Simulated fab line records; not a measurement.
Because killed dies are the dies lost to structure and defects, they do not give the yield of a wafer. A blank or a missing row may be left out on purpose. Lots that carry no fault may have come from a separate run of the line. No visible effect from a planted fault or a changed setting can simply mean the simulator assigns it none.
The tool behind it: which one? -- flow n5-finfet -- Sampling: 9 lots, 27 wafers, 7 of 1938 route steps

WHAT THE GAUGES READ, wafer by wafer
N5_BEOL_M3_THK_MEAS_53: measures by xrf.
lot,measured,on,M3_THK (nm)
L671,day 10 00:46,film-metro-02,37.4 40.1 38.9
L672,day 10 01:05,film-metro-02,40.0 39.4 39.7
L673,day 10 01:27,film-metro-01,38.0 38.2 37.8
L677,day 10 18:17,film-metro-01,153.4 145.6 153.0
L681,day 11 11:01,film-metro-02,41.1 42.4 45.0
L686,day 13 09:19,film-metro-02,40.1 40.1 40.0
L693,day 14 09:03,film-metro-01,39.5 38.7 40.6
L691,day 14 23:52,film-metro-02,38.2 39.3 38.7
L692,day 15 05:26,film-metro-02,39.2 39.7 41.2

N5_BEOL_M3_INSPECT_59: inspects for defects (darkfield).
lot,measured,on,raw-defect-count
L671,day 10 01:03,defect-inspect-02,36 52 39
L672,day 10 01:23,defect-inspect-01,106 49 56
L673,day 10 01:44,defect-inspect-01,36 61 47
L677,day 10 18:34,defect-inspect-02,5189 5001 4998
L681,day 11 11:18,defect-inspect-02,76 89 73
L686,day 13 09:37,defect-inspect-02,91 91 52
L693,day 14 09:22,defect-inspect-01,60 44 53
L691,day 15 00:14,defect-inspect-02,72 59 82
L692,day 15 05:49,defect-inspect-02,55 43 62

N5_BEOL_M4_RC_MEAS_101.
lot,measured,on,DIBL_N (mV/V),DIBL_P (mV/V),IOFF_N (nA/um),IOFF_P (nA/um),ION_N (uA/um),ION_P (uA/um),SS_N (mV/dec),SS_P (mV/dec),VT_N (mV),VT_P (mV)
L671,day 11 04:40,prober-01,35.0 37.0 36.8,35.0 37.2 37.1,0.125 0.158 0.155,0.17 0.20 0.20,663 673 667,455 454 458,71.2 72.1 71.5,73.1 73.6 73.3,253.3 252.0 248.5,-254 -251 -251
L672,day 11 09:54,prober-01,35.8 35.7 37.3,35.3 35.4 37.0,0.143 0.144 0.171,0.18 0.19 0.20,675 675 680,457 458 459,71.1 70.8 71.6,72.9 73.4 73.3,250.7 251.6 249.7,-252 -252 -251
L673,day 11 12:30,prober-02,35.3 37.4 35.4,33.8 36.0 33.4,0.133 0.164 0.134,0.19 0.22 0.19,674 681 665,466 467 463,71.6 71.4 71.7,72.8 73.2 73.0,251.5 247.7 251.1,-251 -250 -251
L681,day 13 01:10,prober-01,35.9 33.2 36.0,37.4 34.1 37.1,0.173 0.126 0.177,0.21 0.17 0.22,678 670 688,460 463 471,71.4 70.8 71.2,73.1 72.8 73.1,248.6 253.2 248.4,-249 -251 -249
L686,day 14 07:26,prober-02,38.0 36.2 36.5,38.0 36.0 35.8,0.180 0.142 0.143,0.24 0.20 0.20,680 664 667,466 459 463,71.8 71.0 71.7,73.8 73.3 73.8,249.6 249.0 253.3,-252 -252 -252
L693,day 15 11:43,prober-01,35.7 34.8 34.3,34.9 34.3 34.5,0.135 0.120 0.121,0.20 0.19 0.19,676 668 664,464 464 464,70.9 71.0 70.4,73.0 72.4 72.5,251.9 255.6 253.3,-251 -249 -250
L691,day 16 13:35,prober-01,34.7 35.3 35.4,32.5 34.4 33.5,0.112 0.135 0.127,0.16 0.18 0.17,663 673 668,452 460 458,71.0 70.2 70.6,73.3 72.5 72.5,256.1 253.0 254.5,-255 -251 -253
L692,day 15 22:30,prober-01,34.6 33.5 33.9,34.0 33.6 33.6,0.126 0.124 0.121,0.16 0.16 0.16,657 658 655,447 453 453,70.6 71.5 71.5,73.1 72.0 73.2,257.1 253.6 253.1,-257 -256 -256

TOOL THAT RAN EACH LOT (tool first, then ch and the chambers of the sampled wafers, then the start)
lot,N5_BEOL_M3_ANNEAL_87,N5_BEOL_M3_ANNEAL_89,N5_BEOL_M3_CMP_52,N5_BEOL_M4_PECVD_72
L671,"pvd-sputter-02, day 9 22:56","pvd-sputter-02, day 9 23:10","cmp-04 ch 0,1,3, day 10 00:30","pecvd-02 ch 0,1,2, day 10 01:11"
L672,"pvd-sputter-03, day 9 23:16","pvd-sputter-03, day 9 23:29","cmp-01 ch 0,1, day 10 00:48","pecvd-02 ch 0,1,2, day 10 01:32"
L673,"pvd-sputter-01, day 9 23:38","pvd-sputter-01, day 9 23:52","cmp-04 ch 2,3, day 10 01:10","pecvd-02 ch 0,1,2, day 10 01:53"
L677,"pvd-sputter-01, day 10 16:06","pvd-sputter-01, day 10 16:19","cmp-04 ch 0,1,3, day 10 17:59",-
L681,"pvd-sputter-02, day 11 07:43","pvd-sputter-02, day 11 07:56","cmp-03 ch 0,2,3, day 11 10:43","pecvd-04 ch 0,1, day 11 11:26"
L686,"pvd-sputter-03, day 13 07:27","pvd-sputter-03, day 13 07:40","cmp-03 ch 0,1,2, day 13 09:04","pecvd-02 ch 1,2, day 13 09:45"
L693,"pvd-sputter-03, day 14 07:14","pvd-sputter-03, day 14 07:28","cmp-03 ch 0,1,2, day 14 08:47","pecvd-01 ch 1,2, day 14 09:30"
L691,"pvd-sputter-02, day 14 22:03","pvd-sputter-02, day 14 22:16","cmp-03 ch 2,3, day 14 23:34","pecvd-01 ch 1,2, day 15 00:22"
L692,"pvd-sputter-01, day 15 03:38","pvd-sputter-01, day 15 03:51","cmp-03 ch 1,2, day 15 05:11","pecvd-04 ch 0,2, day 15 05:57"
- N5_BEOL_M3_ANNEAL_87: time 240 s.
- N5_BEOL_M3_ANNEAL_89: time 240 s.
- N5_BEOL_M3_CMP_52: polishes, stops on SiOC, t overpolish 6.8 s, target thk 40 nm.
- N5_BEOL_M4_PECVD_72: deposits SiO2 from TEOS/O2, target thk 16 nm, time 18 s.

AS READ BY THE TOOLS THEMSELVES (means over the sampled wafers that have a number; for cases with no such wafer, the mark the record gives instead)
N5_BEOL_M3_ANNEAL_87.
lot,tool,heater-power-w (W),susceptor_temp_C_max
L671,pvd-sputter-02,798,401.0
L672,pvd-sputter-03,788,401.5
L673,pvd-sputter-01,824,401.7
L677,pvd-sputter-01,886,401.0
L681,pvd-sputter-02,841,400.5
L686,pvd-sputter-03,783,401.5
L693,pvd-sputter-03,793,401.3
L691,pvd-sputter-02,797,400.9
L692,pvd-sputter-01,871,401.2

N5_BEOL_M3_ANNEAL_89.
lot,tool,heater-power-w (W),susceptor_temp_C_max
L671,pvd-sputter-02,793,400.9
L672,pvd-sputter-03,802,401.5
L673,pvd-sputter-01,834,401.2
L677,pvd-sputter-01,894,401.0
L681,pvd-sputter-02,850,400.5
L686,pvd-sputter-03,783,401.0
L693,pvd-sputter-03,783,401.2
L691,pvd-sputter-02,774,400.8
L692,pvd-sputter-01,862,401.0

N5_BEOL_M3_CMP_52.
lot,tool,barrier-field-endpoint-s (s),motor-current-A (A),overpolish-run-s (s),platen-rpm (rpm),time-to-endpoint-s (s)
L671,cmp-04,24.4,6.2,6.795,50.01,61
L672,cmp-01,24.5,5.7,6.806,49.98,61
L673,cmp-04,23.5,5.7,6.800,50.02,56
L677,cmp-04,41.3,6.2,0.038,50.00,81
L681,cmp-03,24.7,6.4,6.798,49.97,62
L686,cmp-03,24.6,6.6,6.799,50.01,58
L693,cmp-03,23.4,6.6,6.803,50.00,57
L691,cmp-03,24.3,6.6,6.802,50.00,58
L692,cmp-03,24.1,6.3,6.808,50.02,60

N5_BEOL_M4_PECVD_72.
lot,tool,heater-power-w (W),showerhead-plenum-p-Torr (Torr),throttle-valve-pct (%)
L671,pecvd-02,808,8.72,22.4
L672,pecvd-02,789,8.72,22.2
L673,pecvd-02,807,8.72,22.5
L681,pecvd-04,704,8.76,22.7
L686,pecvd-02,937,8.74,22.2
L693,pecvd-01,768,8.72,21.9
L691,pecvd-01,816,8.72,21.9
L692,pecvd-04,720,8.76,22.3

THE ANSWER, worked out from the rows above alone
Rule: the usual values come from the lots themselves. The widest of any qualifying gaps counts: lots, ordered by their means at a reading, are off when they make up no more than a third of the lots, leave a main group of 4 or more, and stand apart from it by 3 or more times the standard deviation of that group's means. Not used: any main group whose means are identical at the precision the tables above print for the reading. Also off: a lot with no number at a reading for which 4 or more lots have one. Any other lot the step has rows for is counted as sound. The gauges are gone through in route order, then the tools' own readings, and for those a lot's mean is taken as printed above. The first step at which some lot is off is used, and at that step the reading that is off furthest; a lot without a number counts as furthest.
Off: at N5_BEOL_M3_THK_MEAS_53 (M3_THK), L677. Mean 39.7 nm and standard deviation 1.4 in the main group.
A tool fits if, at a process step before that reading, it ran every lot that is off, and no sound lot after the first of them. The gauges at N5_BEOL_M3_THK_MEAS_53 aren't tried: what is off there is off at N5_BEOL_M3_INSPECT_59 too, on other tools, and a gauge's error can't cause that. One fits: N5_BEOL_M3_CMP_52 on cmp-04. Its last sound lot is L673 (day 10 01:10), its first lot that is off L677 (day 10 17:59): a fault that began between those two fits.
The tool's own readings at N5_BEOL_M3_CMP_52 bear it out: on the lots that are off they differ by more than 5 times the standard deviation of the sound lots' means. barrier-field-endpoint-s reads 41.3 s there against 24.2 s on the sound lots; overpolish-run-s reads 0.038 s there against 6.801 s on the sound lots; time-to-endpoint-s reads 81 s there against 59 s on the sound lots.

WHAT THE SIMULATOR HAD PUT IN
Process parameters drifting: cmp-04 at N5_BEOL_M3_CMP_52, beginning at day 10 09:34. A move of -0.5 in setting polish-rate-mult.
Struck lots among those shown: L677. The same result came from the rule above.
